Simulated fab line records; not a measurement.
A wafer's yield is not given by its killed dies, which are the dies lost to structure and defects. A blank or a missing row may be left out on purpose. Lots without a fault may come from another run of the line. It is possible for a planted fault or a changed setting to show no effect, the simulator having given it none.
fab line records    flow n5-finfet    part 1 of 2: steps 1 to 24 of 34
record lots=5  wafers=15  last-day=17
route steps=1938 shown BEOL_M10@1517 BEOL_M11@1536
lots that met no fault: taken from a fault-free run of the same line
start-h: the number of hours between the record's first day and the start of the first shown wafer of the lot    wait-h: hours from the lot's prior step to this one    " repeats the value in the row above    L1.1+2: several wafers, shown together as one row    - no value present, or no start provided    * or withheld: withheld    < > ~ a bound
route shown NAME@n: a module of which the file shows steps, and the number in the route of the first    usual: mean/standard deviation taken from wafers without a fault    same: alike in all rows    chamber/n: place in a boat    sites: the reading at each site    _std_site: their standard deviation    _edge_site: the outer-site mean with the inner-site mean subtracted    radius-mm: for every site, how far away it sits from the centre of the wafer    mask NAME#n: copy n    behind: tool/chamber where the wafer was last shaped    hold: why the lot was held/for how many hours/how that ended    device: the transistor (n, p or np) that didn't switch    end of line: the tests these same wafers got at the end of their route    a step with no rows: only its recipe    killed: dies lost to structure and defects at the first sort, not the wafer's yield    map: the dies of a wafer, with x for killed, . for not killed, _ for no die there
set.NAME: the setting as run; set.NAME@STEP: as run at that earlier step    model.NAME: the simulator's own value behind a step, which no gauge read
lots at some steps of the route; a table a step, a row a wafer
services: the hour from which a tool's chamber was out of use, counted from the record's first day as start-h (under 0 if before that day), plus the number of hours and why
## steps
# step N5_BEOL_M10_SRD_40
# recipe time-s=30  temp-c=23  rinse-liquid=diw  dry=ipa-marangoni
# same time-s=30
lot.wafer   tool          chamber  start-h  wait-h
L077.2+5+6  wet-bench-04  6,3,2    253.53   0.0
L082.2+4+6  wet-bench-04  1,3,0    288.49   0.0
L085.1+2+6  wet-bench-05  5,3,4    301.19   0.0
L087.3+4+6  wet-bench-04  2,0,6    329.86   0.0
L092.2+5+6  wet-bench-05  0,5,6    355.70   0.0
# step N5_BEOL_M10_PRECLEAN_42
# recipe chemistry=residue-remover  time-s=60  temp-c=40
# same time-s=60
lot.wafer   tool          chamber  start-h  wait-h
L077.2+5+6  wet-bench-04  6,3,2    253.55   0.0
L082.2+4+6  wet-bench-04  1,3,0    288.51   0.0
L085.1+2+6  wet-bench-05  5,3,4    301.20   0.0
L087.3+4+6  wet-bench-04  2,0,6    329.88   0.0
L092.2+5+6  wet-bench-05  0,5,6    355.72   0.0
# step N5_BEOL_M10_SRD_43
# recipe time-s=30  temp-c=23  rinse-liquid=diw  dry=ipa-marangoni
# same time-s=30
lot.wafer   tool          chamber  start-h  wait-h
L077.2+5+6  wet-bench-04  6,3,2    253.57   0.0
L082.2+4+6  wet-bench-04  1,3,0    288.52   0.0
L085.1+2+6  wet-bench-05  5,3,4    301.22   0.0
L087.3+4+6  wet-bench-04  2,0,6    329.90   0.0
L092.2+5+6  wet-bench-05  0,5,6    355.73   0.0
# step N5_BEOL_M10_CD_MEAS_35
# recipe target-cd-nm=70  polarity=opening
# usual cd-nm=70.2/0.47
lot.wafer  tool       chamber  start-h  wait-h  cd-nm
L077.2     cd-sem-01  -        253.61   0.0     69.9
L077.5     "          -        "        "       70.1
L077.6     "          -        "        "       70.8
L082.2     cd-sem-02  -        288.57   0.0     70.6
L082.4     "          -        "        "       70.6
L082.6     "          -        "        "       70.9
L085.1     cd-sem-02  -        301.26   0.0     70.5
L085.2     "          -        "        "       70.5
L085.6     "          -        "        "       70.3
L087.3     cd-sem-01  -        329.94   0.0     70.3
L087.4     "          -        "        "       70.0
L087.6     "          -        "        "       69.7
L092.2     cd-sem-03  -        355.78   0.0     70.6
L092.5     "          -        "        "       70.7
L092.6     "          -        "        "       71.0
# step N5_BEOL_M10_CURE_72
# recipe temp-c=370  time-s=120  ambient=DMADMS/He  material=SiCOH_lowk
# usual lamp-power-pct=52.32/0.05  wafer_temp_C_max=371.6/0.7
# same time-s=120
lot.wafer  tool        chamber  start-h  wait-h  lamp-power-pct  wafer_temp_C_max
L077.2     uv-cure-03  2        253.70   0.1     52.21           371.6
L077.5     "           2        "        "       52.27           372.2
L077.6     "           2        "        "       52.30           371.6
L082.2     uv-cure-02  0        288.66   0.1     52.42           370.9
L082.4     "           0        "        "       52.27           370.8
L082.6     "           0        "        "       52.36           370.7
L085.1     uv-cure-01  1        301.30   0.0     52.28           371.5
L085.2     "           1        "        "       52.28           371.1
L085.6     "           1        "        "       52.33           370.7
L087.3     uv-cure-02  2        330.08   0.1     52.33           370.5
L087.4     "           2        "        "       52.42           371.0
L087.6     "           2        "        "       52.24           370.8
L092.2     uv-cure-03  1        355.87   0.1     52.35           374.1
L092.5     "           1        "        "       52.29           372.8
L092.6     "           1        "        "       52.32           372.4
# step N5_BEOL_M10_DEGAS_44
# recipe ambient=vacuum  temp-c=250  time-s=60
# usual heater-power-w=336/26
# same time-s=60
lot.wafer  tool            chamber  start-h  wait-h  heater-power-w
L077.2     pvd-sputter-02  -        254.02   0.3     366
L077.5     "               -        "        "       310
L077.6     "               -        "        "       354
L082.2     pvd-sputter-01  -        291.29   2.6     345
L082.4     "               -        "        "       307
L082.6     "               -        "        "       371
L085.1     pvd-sputter-02  -        301.67   0.3     357
L085.2     "               -        "        "       359
L085.6     "               -        "        "       354
L087.3     pvd-sputter-02  -        330.59   0.5     317
L087.4     "               -        "        "       368
L087.6     "               -        "        "       313
L092.2     pvd-sputter-01  -        358.16   2.2     363
L092.5     "               -        "        "       314
L092.6     "               -        "        "       363
# step N5_BEOL_M10_PRE_CLEAN_45
# recipe gas=H2/He  time-s=30  temp-c=250
# usual heater-power-w=337/26
# same time-s=30
lot.wafer  tool            chamber  start-h  wait-h  heater-power-w
L077.2     pvd-sputter-02  -        254.06   0.0     366
L077.5     "               -        "        "       307
L077.6     "               -        "        "       364
L082.2     pvd-sputter-01  -        291.33   0.0     347
L082.4     "               -        "        "       313
L082.6     "               -        "        "       359
L085.1     pvd-sputter-02  -        301.71   0.0     354
L085.2     "               -        "        "       362
L085.6     "               -        "        "       366
L087.3     pvd-sputter-02  -        330.63   0.0     315
L087.4     "               -        "        "       361
L087.6     "               -        "        "       316
L092.2     pvd-sputter-01  -        358.20   0.0     360
L092.5     "               -        "        "       312
L092.6     "               -        "        "       361
# step N5_BEOL_M10_ALD_74
# recipe material=TaN  target-thk-a=20  temp-c=275  ald-precursor-family=PDMAT  ald-co-reactant=NH3  pressure-torr=3  carrier-flow-sccm=1500  pulse-time-s=2  purge-time-s=3  co-reactant-purge-time-s=2  co-reactant-pulse-time-s=3  ald-cycles=40  precursor-vessel-temp-c=75  precursor-vessel-pressure-torr=26.25  precursor-vessel-carrier-sccm=1000
# usual heater-power-w=411/32
lot.wafer  tool          chamber  start-h  wait-h  heater-power-w
L077.2     ald-metal-02  2        254.14   0.1     421
L077.5     "             0        "        "       465
L077.6     "             3        "        "       383
L082.2     ald-metal-02  1        291.39   0.0     420
L082.4     "             0        "        "       452
L082.6     "             2        "        "       423
L085.1     ald-metal-03  3        301.77   0.0     368
L085.2     "             2        "        "       440
L085.6     "             3        "        "       379
L087.3     ald-metal-03  1        330.71   0.1     379
L087.4     "             3        "        "       363
L087.6     "             0        "        "       444
L092.2     ald-metal-02  3        358.29   0.1     377
L092.5     "             2        "        "       414
L092.6     "             1        "        "       426
# step N5_BEOL_M10_SURFACE_TREAT_76
# recipe gas=Ar  time-s=*  ion-energy-ev=*  ion-current-ma-cm2=0.5  pressure-mtorr=*  ar-flow-sccm=30
# usual throttle-valve-pct=*
# same time-s=*
lot.wafer  tool            chamber  start-h  wait-h  throttle-valve-pct
L077.2     pvd-sputter-03  -        254.63   0.4     *
L077.5     "               -        "        "       *
L077.6     "               -        "        "       *
L082.2     pvd-sputter-01  -        291.71   0.2     *
L082.4     "               -        "        "       *
L082.6     "               -        "        "       *
L085.1     pvd-sputter-03  -        303.29   1.4     *
L085.2     "               -        "        "       *
L085.6     "               -        "        "       *
L087.3     pvd-sputter-02  -        331.05   0.2     *
L087.4     "               -        "        "       *
L087.6     "               -        "        "       *
L092.2     pvd-sputter-03  -        358.63   0.2     *
L092.5     "               -        "        "       *
L092.6     "               -        "        "       *
# step N5_BEOL_M10_CVD_75
# recipe material=Co  target-thk-a=20  temp-c=withheld  precursor=CCTBA/H2  pressure-torr=30  time-s=138.9
# same time-s=138.9
lot.wafer   tool       chamber  start-h  wait-h
L077.2+5+6  cvd-co-01  0,2,0    254.95   0.3
L082.2+4+6  cvd-co-01  0,2,1    291.77   0.0
L085.1+2+6  cvd-co-01  2,0,1    303.45   0.1
L087.3+4+6  cvd-co-01  2,2,0    331.11   0.0
L092.2+5+6  cvd-co-02  0,2,1    358.75   0.1
# step N5_BEOL_M10_SPUTTER_48
# recipe material=Cu  target-thk-a=120  temp-c=-20  bias-v=60  power-w=26000  chamber-pressure-pa=0.13  time-s=2
# usual throttle-valve-pct=30.0/1.4
# same time-s=2
lot.wafer  tool            chamber  start-h  wait-h  throttle-valve-pct
L077.2     pvd-sputter-01  -        255.60   0.6     29.2
L077.5     "               -        "        "       31.2
L077.6     "               -        "        "       28.1
L082.2     pvd-sputter-01  -        292.07   0.3     27.3
L082.4     "               -        "        "       31.2
L082.6     "               -        "        "       31.3
L085.1     pvd-sputter-03  -        303.57   0.1     29.6
L085.2     "               -        "        "       31.9
L085.6     "               -        "        "       31.8
L087.3     pvd-sputter-02  -        331.23   0.1     30.0
L087.4     "               -        "        "       32.0
L087.6     "               -        "        "       30.1
L092.2     pvd-sputter-02  -        358.97   0.2     30.7
L092.5     "               -        "        "       32.2
L092.6     "               -        "        "       30.5
# step N5_BEOL_M10_ECD_50
# recipe material=Cu  target-thk-a=3180
lot.wafer   tool       chamber  start-h  wait-h
L077.2+5+6  ecd-cu-01  0,1,0    255.72   0.1
L082.2+4+6  ecd-cu-02  0        292.19   0.1
L085.1+2+6  ecd-cu-02  0,1,0    303.68   0.1
L087.3+4+6  ecd-cu-02  1,0,0    331.37   0.1
L092.2+5+6  ecd-cu-02  0,1,0    359.18   0.2
# step N5_BEOL_M10_ANNEAL_51
# recipe temp-c=225  time-s=90  ambient=N2
# usual wafer_temp_C_max=226.5/0.53
# same time-s=90
lot.wafer  tool           chamber  start-h  wait-h  wafer_temp_C_max
L077.2     rtp-anneal-01  0        256.51   0.8     227.0
L077.5     "              0        "        "       226.9
L077.6     "              0        "        "       226.5
L082.2     rtp-anneal-01  0        292.62   0.4     226.8
L082.4     "              0        "        "       226.9
L082.6     "              0        "        "       226.9
L085.1     rtp-anneal-01  0        303.81   0.1     227.2
L085.2     "              0        "        "       226.5
L085.6     "              0        "        "       227.1
L087.3     rtp-anneal-01  0        331.59   0.2     226.5
L087.4     "              0        "        "       226.8
L087.6     "              0        "        "       226.7
L092.2     rtp-anneal-01  0        359.63   0.4     226.6
L092.5     "              0        "        "       226.7
L092.6     "              0        "        "       227.0
# step N5_BEOL_M10_CMP_52
# recipe stop-on=SiCOH_lowk  t-overpolish-s=7  down-force-psi=1  platen-rpm=50  clearing-platen-down-force-psi=1.5  clearing-platen-rpm=50  post-cmp-clean=cu-alkaline  target-thk-nm=140  clearing-platen-pad-velocity-m-s=0.99484  pad-velocity-m-s=0.99484
# usual barrier-field-endpoint-s=28.7/0.62  motor-current-A=6.2/0.41  overpolish-run-s=6.999/0.0096  platen-rpm=50.00/0.032  time-to-endpoint-s=64.2/2.5
lot.wafer  tool    chamber  start-h  wait-h  barrier-field-endpoint-s  motor-current-A  overpolish-run-s  platen-rpm  time-to-endpoint-s
L077.2     cmp-04  1        256.76   0.2     28.1                      6.6              6.996             49.96       63.6
L077.5     "       1        "        "       29.3                      6.4              6.999             49.97       66.2
L077.6     "       2        "        "       29.5                      6.7              6.990             50.01       66.9
L082.2     cmp-04  3        292.88   0.2     28.1                      5.8              6.984             50.02       66.4
L082.4     "       1        "        "       28.9                      6.5              6.993             49.98       65.9
L082.6     "       0        "        "       29.2                      6.2              7.004             50.00       63.9
L085.2     cmp-02  1        304.14   0.2     29.1                      6.2              7.006             49.98       62.6
L085.1     "       2        "        "       27.8                      6.0              7.003             49.96       62.7
L085.6     "       1        "        "       28.6                      6.1              6.985             50.07       63.1
L087.3     cmp-01  0        331.90   0.3     28.9                      6.4              6.993             50.07       66.0
L087.4     "       2        "        "       28.6                      6.6              6.995             50.05       64.1
L087.6     "       0        "        "       29.7                      6.3              7.008             50.07       68.2
L092.2     cmp-04  0        359.96   0.3     28.4                      5.8              7.000             49.97       64.0
L092.6     "       2        "        "       28.4                      6.6              6.988             50.05       66.3
L092.5     "       3        "        "       28.8                      5.7              7.006             49.98       62.5
# step N5_BEOL_M10_THK_MEAS_53
# recipe thk-meas-gauge=xrf  reads=Cu_of_BEOL_M10_ECD_50
# usual M10_THK=140.0/2.5
lot.wafer  tool           chamber  start-h  wait-h  M10_THK[nm]
L077.2     film-metro-02  -        257.05   -       139.3
L077.5     "              -        "        "       138.1
L077.6     "              -        "        "       135.1
L082.2     film-metro-01  -        293.18   -       140.1
L082.4     "              -        "        "       140.9
L082.6     "              -        "        "       143.3
L085.1     film-metro-02  -        304.40   -       141.9
L085.2     "              -        "        "       138.5
L085.6     "              -        "        "       136.4
L087.3     film-metro-01  -        332.16   -       142.1
L087.4     "              -        "        "       137.6
L087.6     "              -        "        "       143.0
L092.2     film-metro-02  -        360.17   -       143.4
L092.5     "              -        "        "       140.4
L092.6     "              -        "        "       143.8
# step N5_BEOL_M10_PRE_CLEAN_55
# recipe gas=NH3  time-s=15  temp-c=withheld  rf-power-w=300
# usual rf-fwd-power-W=294.4/1.6
# same time-s=15
lot.wafer  tool      chamber  start-h  wait-h  rf-fwd-power-W
L077.2     pecvd-01  1        257.09   0.0     292.8
L077.5     "         0        "        "       294.2
L077.6     "         1        "        "       292.4
L082.2     pecvd-04  1        293.21   0.0     293.9
L082.4     "         2        "        "       292.6
L082.6     "         1        "        "       295.4
L085.1     pecvd-01  0        304.44   0.0     294.5
L085.2     "         1        "        "       294.1
L085.6     "         2        "        "       295.6
L087.3     pecvd-04  2        332.19   0.0     291.9
L087.4     "         2        "        "       292.4
L087.6     "         1        "        "       293.0
L092.2     pecvd-04  1        360.21   0.0     293.0
L092.5     "         0        "        "       297.0
L092.6     "         2        "        "       293.0
# step N5_BEOL_M10_DEP_56
# recipe material=SiCN  target-thk-a=150  temp-c=withheld  precursor=3MS/NH3  pressure-torr=3  rf-w=202  time-s=26.5
# usual rf-fwd-power-W=199.6/0.87  showerhead-plenum-p-Torr=3.658/0.014  showerhead-vpp-V=898/24  throttle-valve-pct=9.0/0.36
# same time-s=26.5
lot.wafer  tool      chamber  start-h  wait-h  rf-fwd-power-W  showerhead-plenum-p-Torr  showerhead-vpp-V  throttle-valve-pct
L077.2     pecvd-01  1        257.13   0.0     200.4           3.654                     886               9.1
L077.5     "         0        "        "       200.0           3.655                     846               8.9
L077.6     "         1        "        "       200.8           3.648                     883               9.0
L082.2     pecvd-04  1        293.24   0.0     200.3           3.638                     908               9.4
L082.4     "         2        "        "       200.2           3.679                     935               8.2
L082.6     "         1        "        "       199.1           3.650                     903               8.9
L085.1     pecvd-01  0        304.46   0.0     200.1           3.665                     850               8.9
L085.2     "         1        "        "       200.3           3.650                     879               9.2
L085.6     "         2        "        "       200.7           3.655                     914               8.7
L087.3     pecvd-04  2        332.22   0.0     199.2           3.675                     918               8.3
L087.4     "         2        "        "       198.7           3.679                     933               8.7
L087.6     "         1        "        "       199.3           3.646                     902               8.8
L092.2     pecvd-04  1        360.24   0.0     199.9           3.652                     907               9.2
L092.5     "         0        "        "       199.7           3.644                     888               9.3
L092.6     "         2        "        "       198.6           3.672                     919               8.5
# step N5_BEOL_M10_RS_MEAS_57
# recipe thk-meas-gauge=four-point-probe  reads=Cu_of_BEOL_M10_ECD_50+Co_of_BEOL_M10_CVD_75+TaN_of_BEOL_M10_ALD_74
# usual M10_RS=0.1508/0.003
lot.wafer  tool           chamber  start-h  wait-h  M10_RS[ohm/sq]
L077.2     film-metro-02  -        257.22   0.1     0.1512
L077.5     "              -        "        "       0.1541
L077.6     "              -        "        "       0.1566
L082.2     film-metro-02  -        293.31   0.1     0.1505
L082.4     "              -        "        "       0.1494
L082.6     "              -        "        "       0.1464
L085.1     film-metro-02  -        304.54   0.1     0.1477
L085.2     "              -        "        "       0.1513
L085.6     "              -        "        "       0.1534
L087.3     film-metro-01  -        332.29   0.1     0.1486
L087.4     "              -        "        "       0.1541
L087.6     "              -        "        "       0.1473
L092.2     film-metro-02  -        360.31   0.1     0.1459
L092.5     "              -        "        "       0.1500
L092.6     "              -        "        "       0.1458
# step N5_BEOL_M10_INSPECT_58
# recipe inspect-instrument=darkfield  mode=post-dep
# usual raw-defect-count=74/24
lot.wafer  tool               chamber  start-h  wait-h  raw-defect-count
L077.2     defect-inspect-01  -        257.25   0.0     68
L077.5     "                  -        "        "       48
L077.6     "                  -        "        "       31
L082.2     defect-inspect-02  -        293.34   0.0     38
L082.4     "                  -        "        "       63
L082.6     "                  -        "        "       39
L085.1     defect-inspect-02  -        304.56   0.0     33
L085.2     "                  -        "        "       92
L085.6     "                  -        "        "       66
L087.3     defect-inspect-02  -        332.32   0.0     74
L087.4     "                  -        "        "       97
L087.6     "                  -        "        "       50
L092.2     defect-inspect-01  -        360.34   0.0     71
L092.5     "                  -        "        "       47
L092.6     "                  -        "        "       73
# step N5_BEOL_M11_ILD_DEP_00
# recipe material=SiCOH_lowk  target-thk-a=3085.1  temp-c=300  precursor=DEMS/porogen  pressure-torr=5  rf-w=500  time-s=58
# usual heater-power-w=315/49  rf-fwd-power-W=496.1/2.1  showerhead-plenum-p-Torr=5.732/0.018  showerhead-vpp-V=1406/48  throttle-valve-pct=13.5/0.5
# same time-s=58
lot.wafer  tool      chamber  start-h  wait-h  heater-power-w  rf-fwd-power-W  showerhead-plenum-p-Torr  showerhead-vpp-V  throttle-valve-pct
L077.2     pecvd-04  1        257.28   0.0     392             494.3           5.714                     1415              13.4
L077.5     "         0        "        "       250             495.0           5.715                     1419              14.2
L077.6     "         1        "        "       388             496.0           5.723                     1429              13.8
L082.2     pecvd-01  1        293.38   0.0     326             496.5           5.740                     1391              13.9
L082.4     "         0        "        "       348             498.8           5.720                     1302              13.6
L082.6     "         2        "        "       328             499.6           5.737                     1444              13.1
L085.1     pecvd-03  2        304.60   0.0     273             499.3           5.709                     1439              12.4
L085.2     "         0        "        "       286             494.9           5.738                     1364              13.5
L085.6     "         2        "        "       205             498.9           5.714                     1458              12.7
L087.3     pecvd-01  0        332.35   0.0     309             494.5           5.724                     1312              13.6
L087.4     "         0        "        "       316             494.2           5.728                     1341              13.9
L087.6     "         1        "        "       291             496.7           5.716                     1406              13.9
L092.2     pecvd-03  1        360.37   0.0     345             493.9           5.787                     1385              13.3
L092.5     "         0        "        "       238             492.9           5.749                     1384              13.6
L092.6     "         1        "        "       355             493.6           5.775                     1410              13.3
# step N5_BEOL_M11_CURE_71
# recipe temp-c=385  time-s=240  ambient=He/Ar  material=SiCOH_lowk
# usual lamp-power-pct=52.30/0.053  wafer_temp_C_max=386.8/0.77
# same time-s=240
lot.wafer  tool        chamber  start-h  wait-h  lamp-power-pct  wafer_temp_C_max
L077.2     uv-cure-01  1        257.57   0.3     52.39           386.2
L077.5     "           1        "        "       52.26           385.8
L077.6     "           1        "        "       52.25           386.4
L082.2     uv-cure-01  0        293.53   0.1     52.35           386.6
L082.4     "           0        "        "       52.36           386.6
L082.6     "           0        "        "       52.24           387.3
L085.1     uv-cure-03  2        304.90   0.3     52.21           386.5
L085.2     "           2        "        "       52.28           386.1
L085.6     "           2        "        "       52.26           386.2
L087.3     uv-cure-02  2        332.59   0.2     52.26           385.8
L087.4     "           2        "        "       52.25           386.6
L087.6     "           2        "        "       52.16           386.5
L092.2     uv-cure-02  1        360.53   0.1     52.36           387.3
L092.5     "           1        "        "       52.24           386.7
L092.6     "           1        "        "       52.39           387.1
# step N5_BEOL_M11_THK_MEAS_01
# recipe reads=SiCOH_lowk_of_BEOL_M11_ILD_DEP_00
# usual M11_ILD_THK=268/3.2
lot.wafer  tool           chamber  start-h  wait-h  M11_ILD_THK[nm]
L077.2     film-metro-02  -        258.04   0.4     267
L077.5     "              -        "        "       269
L077.6     "              -        "        "       268
L082.2     film-metro-01  -        293.97   0.4     262
L082.4     "              -        "        "       267
L082.6     "              -        "        "       271
L085.1     film-metro-02  -        305.41   0.4     266
L085.2     "              -        "        "       265
L085.6     "              -        "        "       269
L087.3     film-metro-01  -        332.95   0.3     265
L087.4     "              -        "        "       269
L087.6     "              -        "        "       269
L092.2     film-metro-01  -        360.96   0.4     268
L092.5     "              -        "        "       268
L092.6     "              -        "        "       271
# step N5_BEOL_M11_PECVD_70
# recipe material=SiO2  target-thk-a=200  temp-c=400  precursor=TEOS/O2  pressure-torr=5.5  rf-w=450  teos-flow-sccm=53.8  gas=O2  flow-sccm=3000  time-s=22.7
# usual heater-power-w=724/100  rf-fwd-power-W=444.2/2  showerhead-plenum-p-Torr=8.75/0.079  showerhead-vpp-V=1337/40  throttle-valve-pct=21.8/0.88
# same time-s=22.7
lot.wafer  tool      chamber  start-h  wait-h  heater-power-w  rf-fwd-power-W  showerhead-plenum-p-Torr  showerhead-vpp-V  throttle-valve-pct
L077.2     pecvd-03  1        258.10   0.1     704             441.5           8.92                      1316              21.6
L077.5     "         1        "        "       696             441.1           8.93                      1312              21.7
L077.6     "         2        "        "       540             440.6           8.64                      1352              20.2
L082.2     pecvd-04  1        294.00   0.0     930             443.4           8.70                      1372              21.7
L082.4     "         0        "        "       654             445.5           8.67                      1339              23.1
L082.6     "         0        "        "       633             444.4           8.67                      1336              23.1
L085.1     pecvd-04  2        305.45   0.0     773             443.8           8.85                      1385              20.5
L085.2     "         0        "        "       660             446.6           8.65                      1316              23.1
L085.6     "         1        "        "       798             444.4           8.70                      1370              21.9
L087.3     pecvd-01  0        332.98   0.0     781             445.4           8.77                      1241              22.2
L087.4     "         1        "        "       686             444.5           8.72                      1311              22.6
L087.6     "         0        "        "       786             445.1           8.77                      1257              22.4
L092.2     pecvd-01  1        361.00   0.0     746             442.9           8.72                      1312              22.7
L092.5     "         2        "        "       857             446.9           8.77                      1369              21.8
L092.6     "         1        "        "       609             444.2           8.71                      1311              22.6
# step N5_BEOL_M11_HM_DEP_02
# recipe material=TiN  target-thk-a=200  temp-c=25  chamber-pressure-pa=0.49996
# usual throttle-valve-pct=29.6/1.4
lot.wafer  tool            chamber  start-h  wait-h  throttle-valve-pct
L077.2     pvd-sputter-01  -        260.69   2.6     29.1
L077.5     "               -        "        "       27.4
L077.6     "               -        "        "       31.4
L082.2     pvd-sputter-03  -        295.80   1.8     29.5
L082.4     "               -        "        "       32.1
L082.6     "               -        "        "       28.9
L085.1     pvd-sputter-03  -        308.71   3.2     28.9
L085.2     "               -        "        "       28.9
L085.6     "               -        "        "       29.3
L087.3     pvd-sputter-01  -        333.87   0.9     29.2
L087.4     "               -        "        "       31.4
L087.6     "               -        "        "       28.5
L092.2     pvd-sputter-01  -        362.43   1.4     27.3
L092.5     "               -        "        "       28.3
L092.6     "               -        "        "       31.1
